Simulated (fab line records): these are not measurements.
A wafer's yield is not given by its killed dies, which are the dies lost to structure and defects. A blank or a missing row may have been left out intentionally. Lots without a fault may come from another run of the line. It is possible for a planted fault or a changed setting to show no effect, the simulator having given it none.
Lot-split experiment + flow n5 finfet + route with 1938 steps; 7 lots, 39 wafers read

== THE SPLIT ==
At N5_BEOL_M0_SAQP_CUT_ETCH_46 (etches SOC in N2/H2, target depth 135 nm, overetch 27 nm, time 202.5 s), the setting target depth a was moved away from the recipe's 1350 angstrom on 12 of the 39 wafers read, by +25.8% to +57.0%. For the rest of the wafers, this setting stayed at what the recipe calls for.

== FROM THE SPLIT TO THE READING: what the file shows between them, 3 steps ==
- N5_BEOL_M0_SAQP_STRIP_74: strips in N2/H2
- N5_BEOL_M0_SAQP_STRIP_89: strips in N2/H2
- N5_BEOL_M0_SAQP_ALD_48: deposits SiO2, target thk 20 nm, pulse time 1 s, co reactant pulse time 1 s

== THE READING ==
BEOL_M0_SAQP.cd nm (the simulator's own value, which no gauge read), in nm, at N5_BEOL_M0_SAQP_ETCH_49 (etches SiO2 in CF4/O2, target depth 37 nm). The file gives no usual value for it. The 27 wafers here that ran the recipe average 30.0 nm, standard deviation 0.32 nm.

| wafer  | tool, chamber at the split | target depth a as run, angstrom | against the recipe | BEOL_M0_SAQP.cd nm, nm | against lot-mates on the recipe |
|--------|----------------------------|---------------------------------|--------------------|------------------------|---------------------------------|
| L074.1 | rie diel-03, 3             | 2119                            | +57.0%             | 34.8                   | +4.5                            |
| L074.2 | rie diel-03, 0             | 2119                            | +57.0%             | 34                     | +3.7                            |
| L074.3 | rie diel-03, 1             | 1350                            | recipe             | 30.2                   | -                               |
| L074.4 | rie diel-03, 2             | 1350                            | recipe             | 30.4                   | -                               |
| L074.5 | rie diel-03, 3             | 1350                            | recipe             | 30.4                   | -                               |
| L074.6 | rie diel-03, 2             | 2119                            | +57.0%             | 34.2                   | +3.9                            |
| L077.1 | rie diel-03, 2             | 1350                            | recipe             | 29.6                   | -                               |
| L077.2 | rie diel-03, 0,1           | 1350                            | recipe             | 29.6                   | -                               |
| L077.4 | rie diel-03, 0,1           | 1350                            | recipe             | 29.6                   | -                               |
| L077.3 | rie diel-03, 3             | 1350                            | recipe             | 30                     | -                               |
| L077.5 | rie diel-03, 3             | 1350                            | recipe             | 29.4                   | -                               |
| L077.6 | rie diel-03, 0             | 1350                            | recipe             | 29.8                   | -                               |
| L079.1 | rie diel-01, 1             | 1350                            | recipe             | 29.6                   | -                               |
| L079.3 | rie diel-01, 2             | 1350                            | recipe             | 29.6                   | -                               |
| L079.2 | rie diel-01, 0             | 1350                            | recipe             | 30.6                   | -                               |
| L079.4 | rie diel-01, 1             | 1350                            | recipe             | 30                     | -                               |
| L079.5 | rie diel-01, 2             | 1350                            | recipe             | 29.8                   | -                               |
| L079.6 | rie diel-01, 0             | 1350                            | recipe             | 30.2                   | -                               |
| L081.1 | rie diel-03, 0             | 1350                            | recipe             | 30.2                   | -                               |
| L081.5 | rie diel-03, 0             | 1350                            | recipe             | 30.2                   | -                               |
| L081.2 | rie diel-03, 2,1           | 1698                            | +25.8%             | 31                     | +0.7                            |
| L081.3 | rie diel-03, 2,1           | 1698                            | +25.8%             | 30.8                   | +0.5                            |
| L081.4 | rie diel-03, 1             | 1350                            | recipe             | 30.4                   | -                               |
| L081.6 | rie diel-03, 2             | 1698                            | +25.8%             | 31.2                   | +0.9                            |
| L083.2 | rie diel-02, 2             | 1350                            | recipe             | 30.2                   | -                               |
| L083.5 | rie diel-02, 1,2           | 1350                            | recipe             | 30                     | -                               |
| L083.6 | rie diel-02, 1,2           | 1350                            | recipe             | 30                     | -                               |
| L088.1 | rie diel-01, 1,0           | 1350                            | recipe             | 30                     | -                               |
| L088.6 | rie diel-01, 1,0           | 1350                            | recipe             | 30                     | -                               |
| L088.2 | rie diel-01, 0             | 1746                            | +29.3%             | 30.8                   | +0.9                            |
| L088.3 | rie diel-01, 2             | 1746                            | +29.3%             | 30.4                   | +0.5                            |
| L088.4 | rie diel-01, 3             | 1350                            | recipe             | 29.8                   | -                               |
| L088.5 | rie diel-01, 3             | 1746                            | +29.3%             | 31                     | +1.1                            |
| L090.1 | rie diel-01, 3             | 1350                            | recipe             | 29.8                   | -                               |
| L090.2 | rie diel-01, 2             | 1350                            | recipe             | 30                     | -                               |
| L090.3 | rie diel-01, 0             | 1350                            | recipe             | 30.6                   | -                               |
| L090.4 | rie diel-01, 1,3           | 1705                            | +26.3%             | 31                     | +0.9                            |
| L090.5 | rie diel-01, 1,3           | 1705                            | +26.3%             | 31                     | +0.9                            |
| L090.6 | rie diel-01, 2             | 1705                            | +26.3%             | 30.8                   | +0.7                            |
If several chambers appear in one row, that row covers several wafers at once and the file leaves open which wafer was in which chamber.

FIT RESULTS
A straight line over all 39 wafers: BEOL_M0_SAQP.cd nm changes by +0.0612 nm for each +1% of target depth a; r = +0.90; the points scatter about the line by 0.54 nm.
The same after taking each lot's own level away (the mean of its wafers on the recipe; 39 wafers): +0.0561 nm for each +1%; r = +0.90; scatter 0.48 nm.
That fit puts the effect of the largest move of target depth a on the reading at 3.2 nm.
Across the lots, their own levels run from 29.67 to 30.33 nm, a range of 2.1 times the standard deviation given above.
So the lot-to-lot level changes the slope little: the two slopes agree.
Check: for one of the wafers moved furthest among these (+57.0%), held out of the fit, the line's prediction against its lot-mates is +2.73 nm. Against them it came out at +4.47 nm.

== THE WHOLE CHAIN: every reading that the file lists as answering this split, in the file's order ==
| step                        | what it does                                                           | reading                                                                               | change (the file's fit)                | r (the file's) |
|-----------------------------|------------------------------------------------------------------------|---------------------------------------------------------------------------------------|----------------------------------------|----------------|
| N5_BEOL_M0_SAQP_CUT_ETCH_46 | etches SOC in N2/H2, target depth 135 nm, overetch 27 nm, time 202.5 s | SiARC_of_BEOL_M0_SAQP_COAT_72.thk nm (the simulator's own value, which no gauge read) | -0.083 nm for each +1% of the setting  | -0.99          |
| N5_BEOL_M0_SAQP_CUT_ETCH_46 | etches SOC in N2/H2, target depth 135 nm, overetch 27 nm, time 202.5 s | BEOL_M0_SAQP.cd nm (the simulator's own value, which no gauge read)                   | +0.0523 nm for each +1% of the setting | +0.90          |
| N5_BEOL_M0_SAQP_ETCH_49     | etches SiO2 in CF4/O2, target depth 37 nm                              | BEOL_M0_SAQP.cd nm (the simulator's own value, which no gauge read)                   | +0.0533 nm for each +1% of the setting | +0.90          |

== THE FILE'S OWN FIT ==
BEOL_M0_SAQP.cd nm changes by +0.0533 nm for each +1% of target depth a, r = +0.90.
